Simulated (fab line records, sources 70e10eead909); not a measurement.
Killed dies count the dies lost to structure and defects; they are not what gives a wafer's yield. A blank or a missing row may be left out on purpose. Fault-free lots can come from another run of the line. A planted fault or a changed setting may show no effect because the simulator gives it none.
What tool caused it? ; flow nand harc ; Sampling: 24 lots, 72 wafers, 6 of 1159 route steps

== WHAT THE GAUGES READ, wafer by wafer ==
Not one reading of a measure or inspect step in the record can be checked against a usual standard deviation.

== EACH LOT AND THE TOOL THAT RAN IT (in order: tool; ch and the chambers of the sampled wafers; start) ==
lot;NHARC_A_STAIRCASE_ETCH_201;NHARC_A_STAIRCASE_STRIP_205;NHARC_A_STAIRCASE_DESCUM_252;NHARC_A_STAIRCASE_ETCH_292;NHARC_A_STAIRCASE_HM_OPEN_460;NHARC_A_STAIRCASE_ETCH_294
L077;rie diel-10 ch 0,2,3, day 11 15:13 or earlier;plasma asher-01 ch 0,1, day 11 15:13;rie diel-11 ch 0,1,3, day 11 21:04;rie diel-10 ch 1,2,3, day 12 01:55;rie diel-10 ch 0,2,3, no start;rie diel-10 ch 0,2, no start
L075;rie diel-12 ch 0,2, day 11 15:31 or earlier;plasma asher-02 ch 0,1, day 11 15:31;rie diel-11 ch 0,2,3, day 11 21:28;rie diel-11 ch 1,3, day 12 02:02;rie diel-11 ch 0,1,2, no start;rie diel-11 ch 0,2,3, no start
L078;rie diel-12 ch 1,2, day 11 17:03 or earlier;plasma asher-01 ch 0, day 11 17:03;rie diel-11 ch 0,2, day 11 22:45;rie diel-11 ch 0,2, day 12 03:39;rie diel-11 ch 0,2, no start;rie diel-11 ch 0,3, no start
L074;rie diel-10 ch 0,1,3, day 11 18:11 or earlier;plasma asher-01 ch 0,1, day 11 18:11;rie diel-10 ch 1,2,3, day 12 00:41;rie diel-10 ch 0,1, day 12 04:41;rie diel-10 ch 0,1,2, no start;rie diel-10 ch 0,1, no start
L079;rie diel-12 ch 0,1,2, day 12 00:03 or earlier;plasma asher-02 ch 0,1, day 12 00:03;rie diel-11 ch 0,2,3, day 12 06:06;rie diel-12 ch 0,1,3, day 12 11:08;rie diel-12 ch 0,1,3, no start;rie diel-12 ch 1,2, no start
L076;rie diel-11 ch 0,2, day 12 02:30 or earlier;plasma asher-02 ch 0,1, day 12 02:30;rie diel-11 ch 0,1,2, day 12 08:52;rie diel-10 ch 0,3, day 12 12:56;rie diel-10 ch 2,3, no start;rie diel-10 ch 0,2, no start
L080;rie diel-10 ch 1,2,3, day 12 08:07 or earlier;plasma asher-02 ch 0,1, day 12 08:07;rie diel-12 ch 0,1, day 12 13:32;rie diel-11 ch 0,2,3, day 12 17:38;rie diel-11 ch 0,2, no start;rie diel-11 ch 1,3, no start
L081;rie diel-12 ch 0,1,3, day 12 19:25 or earlier;plasma asher-02 ch 0,1, day 12 19:25;rie diel-12 ch 0,2,3, day 13 00:32;rie diel-12 ch 1,2,3, day 13 04:59;rie diel-12 ch 1,2,3, no start;rie diel-12 ch 0,2,3, no start
L082;rie diel-10 ch 0,1, day 13 03:39 or earlier;plasma asher-01 ch 0,1, day 13 03:39;rie diel-12 ch 1,2,3, day 13 09:34;rie diel-12 ch 0,2, day 13 13:53;rie diel-12 ch 0,2,3, no start;rie diel-12 ch 0,1,2, no start
L083;rie diel-12 ch 0,1,2, day 13 12:20 or earlier;plasma asher-02 ch 0,1, day 13 12:20;rie diel-12 ch 1,2,3, day 13 17:40;rie diel-12 ch 0,1,3, day 14 00:04;rie diel-12 ch 0,1,2, no start;rie diel-12 ch 0,2,3, no start
L084;rie diel-10 ch 0,1,3, day 13 12:44 or earlier;plasma asher-02 ch 0,1, day 13 12:44;rie diel-12 ch 0,1,3, day 13 18:34;rie diel-11 ch 0,1,3, day 14 01:06;rie diel-11 ch 0,2,3, no start;rie diel-11 ch 1,2,3, no start
L085;rie diel-12 ch 1,2, day 13 22:21 or earlier;plasma asher-01 ch 1, day 13 22:21;rie diel-12 ch 0,1,3, day 14 05:36;rie diel-10 ch 1,2, day 14 10:19;rie diel-10 ch 0,1, no start;rie diel-10 ch 1,2,3, no start
L086;rie diel-12 ch 1,3, day 14 10:17 or earlier;plasma asher-01 ch 0,1, day 14 10:17;rie diel-10 ch 0,2,3, day 14 15:17;rie diel-12 ch 0,1, day 14 20:59;rie diel-12 ch 0,1, no start;rie diel-12 ch 0,1,2, no start
L087;rie diel-11 ch 0,1,3, day 14 11:16 or earlier;plasma asher-02 ch 0,1, day 14 11:16;rie diel-10 ch 1,2,3, day 14 16:18;rie diel-11 ch 0,1, day 14 22:13;rie diel-11 ch 0,2,3, no start;rie diel-11 ch 2,3, no start
L088;rie diel-12 ch 0,1, day 14 11:32 or earlier;plasma asher-01 ch 0, day 14 11:32;rie diel-12 ch 0,1,3, day 14 17:08;rie diel-10 ch 1,2, day 14 23:20;rie diel-10 ch 1,2,3, no start;rie diel-10 ch 0,1,2, no start
L090;rie diel-12 ch 0,1, day 14 21:15 or earlier;plasma asher-02 ch 0,1, day 14 21:15;rie diel-12 ch 0,1,2, day 15 03:19;rie diel-11 ch 0,1,3, day 15 07:08;rie diel-11 ch 0,1,3, no start;rie diel-11 ch 0,1,3, no start
L089;rie diel-11 ch 0,1,2, day 14 22:03 or earlier;plasma asher-02 ch 0,1, day 14 22:03;rie diel-12 ch 1,2,3, day 15 03:38;rie diel-12 ch 1,2, day 15 07:26;rie diel-12 ch 1,2,3, no start;rie diel-12 ch 0,1, no start
L091;rie diel-12 ch 1,2,3, day 15 03:04 or earlier;plasma asher-02 ch 0,1, day 15 03:04;rie diel-10 ch 0,2,3, day 15 08:14;rie diel-11 ch 0,1,3, day 15 12:10;rie diel-11 ch 0,1,3, no start;rie diel-11 ch 0,1,2, no start
L093;rie diel-10 ch 0,1, day 15 15:53 or earlier;plasma asher-02 ch 0,1, day 15 15:53;rie diel-11 ch 0,2, day 15 22:07;rie diel-12 ch 0,2, day 16 04:04;rie diel-12 ch 0,2,3, no start;rie diel-12 ch 0,3, no start
L092;rie diel-11 ch 1,2,3, day 15 20:14 or earlier;plasma asher-02 ch 0,1, day 15 20:14;rie diel-12 ch 0,1,3, day 16 01:50;rie diel-12 ch 1,2,3, day 16 05:58;rie diel-12 ch 1,3, no start;rie diel-12 ch 1,3, no start
L094;rie diel-11 ch 1,2,3, day 15 23:22 or earlier;plasma asher-01 ch 0,1, day 15 23:22;rie diel-10 ch 0,1,2, day 16 07:19;rie diel-12 ch 0,2,3, day 16 13:38;rie diel-12 ch 1,2,3, no start;rie diel-12 ch 0,2,3, no start
L095;rie diel-11 ch 0,1, day 16 00:41 or earlier;plasma asher-01 ch 0,1, day 16 00:41;rie diel-11 ch 1,3, day 16 08:03;rie diel-12 ch 0,2, day 16 14:47;rie diel-12 ch 0,2,3, no start;rie diel-12 ch 0,3, no start
L096;rie diel-10 ch 1,2,3, day 16 05:36 or earlier;plasma asher-01 ch 0,1, day 16 05:36;rie diel-12 ch 0,1,2, day 16 10:53;rie diel-10 ch 0,1,3, day 16 17:04;rie diel-10 ch 0,2, no start;rie diel-10 ch 0,2, no start
L097;rie diel-11 ch 0,3, day 17 10:38 or earlier;plasma asher-02 ch 0,1, day 17 10:38;rie diel-10 ch 0,1,2, day 17 16:24;rie diel-12 ch 1,2, day 17 23:01;rie diel-12 ch 0,1,2, no start;rie diel-12 ch 0,1, no start
- NHARC_A_STAIRCASE_ETCH_201: etches the open film in C4F8/O2, target depth 100 nm, time 40.5 s.
- NHARC_A_STAIRCASE_STRIP_205: strips in O2.
- NHARC_A_STAIRCASE_DESCUM_252: chemistry O2, time 3 s.
- NHARC_A_STAIRCASE_ETCH_292: etches the open film in CF4/CHF3.
- NHARC_A_STAIRCASE_HM_OPEN_460: chemistry O2/COS.
- NHARC_A_STAIRCASE_ETCH_294: etches the open film in C4F8/O2/Ar, target depth 4992 nm, time 1212.4 s.

== WHAT THE TOOLS THEMSELVES READ (means of the sampled wafers that have a number; where no wafer has one, the mark that the record gives instead) ==
NHARC_A_STAIRCASE_ETCH_201. Usual: oes product au 0.942 a.u., standard deviation 0.0093; rf vpp V 895 V, standard deviation 5.2.
lot;tool;oes product au (a.u.);rf vpp V (V);flag
L077;rie diel-10;0.954;898;
L075;rie diel-12;0.936;900;
L078;rie diel-12;0.939;893;
L074;rie diel-10;0.939;895;
L079;rie diel-12;0.945;896;
L076;rie diel-11;0.937;894;
L080;rie diel-10;0.953;895;
L081;rie diel-12;0.947;895;
L082;rie diel-10;0.943;891;
L083;rie diel-12;0.948;897;
L084;rie diel-10;0.957;894;
L085;rie diel-12;0.942;898;
L086;rie diel-12;0.943;891;
L087;rie diel-11;0.940;894;
L088;rie diel-12;0.947;895;
L090;rie diel-12;0.933;895;
L089;rie diel-11;0.939;892;
L091;rie diel-12;0.944;895;
L093;rie diel-10;0.940;891;
L092;rie diel-11;0.930;896;
L094;rie diel-11;0.940;896;
L095;rie diel-11;0.947;890;
L096;rie diel-10;0.937;895;
L097;rie diel-11;0.934;894;

NHARC_A_STAIRCASE_STRIP_205. Usual: drypump motor current A 5.70 A, standard deviation 0.17; heater power w 330 W, standard deviation 18.
lot;tool;drypump motor current A (A);heater power w (W);flag
L077;plasma asher-01;5.75;308;
L075;plasma asher-02;5.73;335;
L078;plasma asher-01;5.43;324;
L074;plasma asher-01;5.58;317;
L079;plasma asher-02;5.75;336;
L076;plasma asher-02;5.74;349;
L080;plasma asher-02;5.75;342;
L081;plasma asher-02;5.74;345;
L082;plasma asher-01;5.57;309;
L083;plasma asher-02;5.74;348;
L084;plasma asher-02;5.74;332;
L085;plasma asher-01;5.91;327;
L086;plasma asher-01;5.78;319;
L087;plasma asher-02;5.71;337;
L088;plasma asher-01;5.43;303;
L090;plasma asher-02;5.76;345;
L089;plasma asher-02;5.74;343;
L091;plasma asher-02;5.73;338;
L093;plasma asher-02;5.71;336;
L092;plasma asher-02;5.73;340;
L094;plasma asher-01;5.56;311;
L095;plasma asher-01;5.58;313;
L096;plasma asher-01;5.72;318;
L097;plasma asher-02;5.74;342;

NHARC_A_STAIRCASE_DESCUM_252. Usual: drypump motor current A 6.0 A, standard deviation 0.45; oes product au 0.997 a.u., standard deviation 0.0076; rf vpp V 57.7 V, standard deviation 0.84; showerhead plenum p Torr 1.91 Torr, standard deviation 0.078; throttle valve pct 11.310 %, standard deviation 0.0092.
lot;tool;drypump motor current A (A);oes product au (a.u.);rf vpp V (V);showerhead plenum p Torr (Torr);throttle valve pct (%);flag
L077;rie diel-11;6.2;0.992;56.9;1.88;11.312;
L075;rie diel-11;6.2;0.996;57.7;1.89;11.317;
L078;rie diel-11;6.1;0.997;57.8;1.84;11.311;
L074;rie diel-10;5.4;0.992;57.0;1.91;11.310;
L079;rie diel-11;6.3;0.999;57.8;1.89;11.306;
L076;rie diel-11;6.1;0.995;57.0;1.87;11.308;
L080;rie diel-12;6.1;0.997;57.7;1.91;11.311;
L081;rie diel-12;6.1;0.996;58.1;1.99;11.318;
L082;rie diel-12;6.3;0.994;57.5;1.93;11.311;
L083;rie diel-12;6.3;1.000;57.6;1.93;11.315;
L084;rie diel-12;6.0;1.001;57.3;1.91;11.312;
L085;rie diel-12;6.0;0.999;57.3;1.91;11.319;
L086;rie diel-10;5.5;1.003;58.4;1.93;11.301;
L087;rie diel-10;5.3;0.998;58.2;1.90;11.309;
L088;rie diel-12;6.0;0.997;56.9;1.90;11.310;
L090;rie diel-12;6.4;0.992;58.9;1.91;11.312;
L089;rie diel-12;6.3;1.000;57.6;1.92;11.308;
L091;rie diel-10;5.6;0.996;57.9;1.93;11.314;
L093;rie diel-11;6.1;1.007;57.4;1.87;11.301;
L092;rie diel-12;6.0;0.991;57.3;1.90;11.313;
L094;rie diel-10;5.4;0.990;57.0;1.88;11.309;
L095;rie diel-11;6.2;0.998;57.7;1.90;11.304;
L096;rie diel-12;6.3;0.998;57.5;1.91;11.317;
L097;rie diel-10;5.4;0.984;57.4;1.88;11.316;

NHARC_A_STAIRCASE_ETCH_292. Usual: drypump motor current A 6.0 A, standard deviation 0.46; oes product au 0.951 a.u., standard deviation 0.021; rf vpp V 370.8 V, standard deviation 2.2; showerhead plenum p Torr 1.58 Torr, standard deviation 0.06; throttle valve pct 16.802 %, standard deviation 0.0087.
lot;tool;drypump motor current A (A);oes product au (a.u.);rf vpp V (V);showerhead plenum p Torr (Torr);throttle valve pct (%);flag
L077;rie diel-10;5.3;0.925;371.1;1.57;16.803;
L075;rie diel-11;6.4;0.956;370.7;1.59;16.798;
L078;rie diel-11;6.0;0.968;370.0;1.55;16.800;
L074;rie diel-10;5.4;0.966;368.3;1.52;16.802;
L079;rie diel-12;6.0;0.948;369.9;1.57;16.799;
L076;rie diel-10;5.7;0.951;371.9;1.59;16.797;
L080;rie diel-11;6.2;0.924;369.9;1.56;16.803;
L081;rie diel-12;6.3;0.964;370.6;1.58;16.806;
L082;rie diel-12;6.4;0.940;372.6;1.64;16.803;
L083;rie diel-12;6.0;0.919;370.2;1.57;16.800;
L084;rie diel-11;6.2;0.931;369.8;1.54;16.800;
L085;rie diel-10;5.2;0.974;368.1;1.53;16.806;
L086;rie diel-12;6.3;0.944;368.2;1.51;16.805;
L087;rie diel-11;6.1;0.932;368.0;1.50;16.798;
L088;rie diel-10;5.2;0.915;368.3;1.53;16.801;
L090;rie diel-11;6.3;0.966;369.5;1.54;16.804;
L089;rie diel-12;6.6;0.979;371.3;1.58;16.809;
L091;rie diel-11;6.2;0.976;369.5;1.54;16.799;
L093;rie diel-12;6.1;0.918;371.8;1.62;16.795;
L092;rie diel-12;6.3;0.969;370.6;1.57;16.796;
L094;rie diel-12;6.1;0.974;371.7;1.62;16.799;
L095;rie diel-12;6.4;0.959;372.3;1.63;16.798;
L096;rie diel-10;5.6;0.962;370.2;1.55;16.805;
L097;rie diel-12;6.6;0.964;373.5;1.68;16.805;

NHARC_A_STAIRCASE_HM_OPEN_460. Usual: drypump motor current A 6.0 A, standard deviation 0.47; oes product au 0.999 a.u., standard deviation 0.0074; rf vpp V 467.5 V, standard deviation 2.6; showerhead plenum p Torr 3.14 Torr, standard deviation 0.12; throttle valve pct 28.330 %, standard deviation 0.009.
lot;tool;drypump motor current A (A);oes product au (a.u.);rf vpp V (V);showerhead plenum p Torr (Torr);throttle valve pct (%);flag
L077;rie diel-10;5.6;1.001;468.1;3.16;28.334;
L075;rie diel-11;6.1;1.003;465.9;3.06;28.330;
L078;rie diel-11;6.0;0.995;465.9;3.08;28.325;
L074;rie diel-10;5.4;1.000;465.9;3.09;28.321;
L079;rie diel-12;6.0;0.986;466.5;3.12;28.329;
L076;rie diel-10;5.5;1.003;468.6;3.18;28.327;
L080;rie diel-11;6.1;1.002;465.5;3.07;28.326;
L081;rie diel-12;6.3;0.995;467.5;3.14;28.332;
L082;rie diel-12;6.1;0.996;470.7;3.23;28.330;
L083;rie diel-12;6.4;0.997;466.3;3.12;28.336;
L084;rie diel-11;6.3;1.010;466.3;3.08;28.327;
L085;rie diel-10;5.4;1.002;464.6;3.00;28.331;
L086;rie diel-12;6.0;0.993;466.9;3.10;28.337;
L087;rie diel-11;6.3;1.001;465.5;3.08;28.333;
L088;rie diel-10;5.4;1.001;467.3;3.10;28.334;
L090;rie diel-11;6.3;1.000;466.3;3.06;28.324;
L089;rie diel-12;6.3;1.002;467.7;3.13;28.317;
L091;rie diel-11;6.3;0.997;465.6;3.06;28.331;
L093;rie diel-12;6.1;0.997;469.5;3.22;28.329;
L092;rie diel-12;6.3;1.000;464.7;3.01;28.334;
L094;rie diel-12;6.3;0.998;467.1;3.12;28.322;
L095;rie diel-12;6.1;0.992;469.3;3.22;28.333;
L096;rie diel-10;5.4;0.998;468.2;3.15;28.334;
L097;rie diel-12;6.3;0.992;469.2;3.27;28.331;

NHARC_A_STAIRCASE_ETCH_294. Usual: oes product au 0.934 a.u., standard deviation 0.0093; rf vpp V 1827 V, standard deviation 10.
lot;tool;oes product au (a.u.);rf vpp V (V);flag
L077;rie diel-10;0.924;1829;
L075;rie diel-11;0.939;1824;
L078;rie diel-11;0.922;1818;
L074;rie diel-10;0.941;1817;
L079;rie diel-12;0.936;1819;
L076;rie diel-10;0.931;1831;
L080;rie diel-11;0.930;1831;
L081;rie diel-12;0.933;1836;
L082;rie diel-12;0.940;1827;
L083;rie diel-12;0.928;1836;
L084;rie diel-11;0.930;1828;
L085;rie diel-10;0.931;1825;
L086;rie diel-12;0.936;1827;
L087;rie diel-11;0.940;1829;
L088;rie diel-10;0.931;1824;
L090;rie diel-11;0.943;1821;
L089;rie diel-12;0.939;1825;
L091;rie diel-11;0.940;1821;
L093;rie diel-12;0.926;1834;
L092;rie diel-12;0.954;1827;
L094;rie diel-12;0.939;1834;
L095;rie diel-12;0.930;1834;
L096;rie diel-10;0.940;1830;
L097;rie diel-12;0.920;1837;

== THE ANSWER, worked out from the rows above alone ==
Rule: lot off if the mean of its wafers having a number is beyond 3 standard deviations from the usual mean. Also off: a lot with no number at a reading for which 4 or more lots have one. The other lots that the step has rows for count as sound. After the gauges, taken in route order, come the tools' own readings; for these a lot's mean is taken, as printed above. The first step at which some lot is off is used, and at that step the reading that is off furthest; a lot without a number counts as furthest.
No lot is off at any reading shown: from this, nothing can be told.

== WHAT THE SIMULATOR HAD INSERTED ==
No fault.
